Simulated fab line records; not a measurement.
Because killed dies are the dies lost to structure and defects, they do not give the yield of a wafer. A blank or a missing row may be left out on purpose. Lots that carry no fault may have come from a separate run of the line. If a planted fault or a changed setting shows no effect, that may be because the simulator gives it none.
Matching of chambers + flow n5 finfet + N5_HKMG_FIN_CMP_23 on cmp-01 has 4 sister chambers
The step polishes, stops on SiNx, t overpolish 10 s, target thk 46.326 nm. 18 wafers are shown with their chamber, then 9 later ones without.

WAFERS WITH THEIR CHAMBER
| wafer  | chamber | motor current A (A) | head pressure psi (psi) | time to endpoint s (s) |
|--------|---------|---------------------|-------------------------|------------------------|
| L077.1 | 0       | 12.9                | 4.019                   | 11.2                   |
| L077.3 | 3       | 13.5                | 4.000                   | 13.8                   |
| L077.6 | 0       | 12.4                | 4.007                   | 11.9                   |
| L074.1 | 0       | 12.3                | 3.998                   | 10.1                   |
| L074.5 | 0       | 13.1                | 3.989                   | 10.0                   |
| L074.6 | 1       | 11.9                | 3.991                   | 11.6                   |
| L084.1 | 1       | 11.2                | 4.000                   | 11.3                   |
| L084.2 | 0       | 13.1                | 4.005                   | 8.2                    |
| L084.6 | 3       | 13.3                | 4.001                   | 11.4                   |
| L086.1 | 3       | 13.2                | 3.989                   | 11.9                   |
| L086.3 | 1       | 11.8                | 3.992                   | 9.7                    |
| L086.6 | 0       | 13.5                | 4.017                   | 12.1                   |
| L087.1 | 2       | 10.6                | 3.977                   | 13.3                   |
| L087.3 | 3       | 13.6                | 4.003                   | 13.4                   |
| L087.6 | 2       | 11.2                | 3.990                   | 11.3                   |
| L088.2 | 2       | 11.2                | 3.995                   | 10.5                   |
| L088.3 | 0       | 13.0                | 3.993                   | 10.7                   |
| L088.5 | 3       | 13.3                | 3.996                   | 10.8                   |

SIGNATURES (averages over the wafers above)
| reading            | chamber 0 | chamber 1 | chamber 2 | chamber 3 | scatter within a chamber |
|--------------------|-----------|-----------|-----------|-----------|--------------------------|
| motor current A    | 12.900    | 11.633    | 11.000    | 13.380    | 0.348                    |
| head pressure psi  | 4.00400   | 3.99433   | 3.98733   | 3.99780   | 0.00898                  |
| time to endpoint s | 10.600    | 10.867    | 11.700    | 12.260    | 1.3                      |
Rule: for each reading, subtract the chamber's mean from the wafer's reading, divide by that reading's scatter and square the result; add these up over the readings and take the root, which gives the wafer's distance from the chamber. The wafer belongs to the nearest chamber; if the next one is less than 2 further off, it can't be placed. How the scatter is found: for the shown wafers, subtract from each reading the mean of its chamber, square and add these, divide the total by (wafers less chambers), then take the root.

WAFERS WITH NO CHAMBER GIVEN
| wafer  | motor current A (A) | head pressure psi (psi) | time to endpoint s (s) |
|--------|---------------------|-------------------------|------------------------|
| L095.2 | 13.5                | 4.001                   | 9.3                    |
| L095.3 | 13.0                | 4.014                   | 8.3                    |
| L095.4 | 10.2                | 4.007                   | 10.2                   |
| L096.2 | 12.7                | 4.002                   | 9.7                    |
| L096.3 | 10.5                | 4.022                   | 10.8                   |
| L096.4 | 12.4                | 3.997                   | 12.7                   |
| L097.2 | 13.8                | 4.015                   | 10.4                   |
| L097.4 | 10.6                | 4.011                   | 10.7                   |
| L097.5 | 14.0                | 3.993                   | 9.6                    |

EACH ONE'S CHAMBER
| wafer  | from the rows above               | in truth |
|--------|-----------------------------------|----------|
| L095.2 | can't be placed: 0 or 3           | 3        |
| L095.3 | can't be placed: 0 or 3           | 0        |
| L095.4 | can't be placed: 2 or 1           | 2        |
| L096.2 | can't be placed: 0 or 3           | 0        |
| L096.3 | can't be placed: 2 or 1           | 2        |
| L096.4 | can't be placed: 0 or 1 or 3 or 2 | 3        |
| L097.2 | can't be placed: 3 or 0           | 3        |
| L097.4 | can't be placed: 2 or 1           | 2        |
| L097.5 | can't be placed: 3 or 0           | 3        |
0 of 9 placed correctly. Not placeable from these rows: 9 (in 9, the candidates include the true chamber). Number placed wrongly: 0.
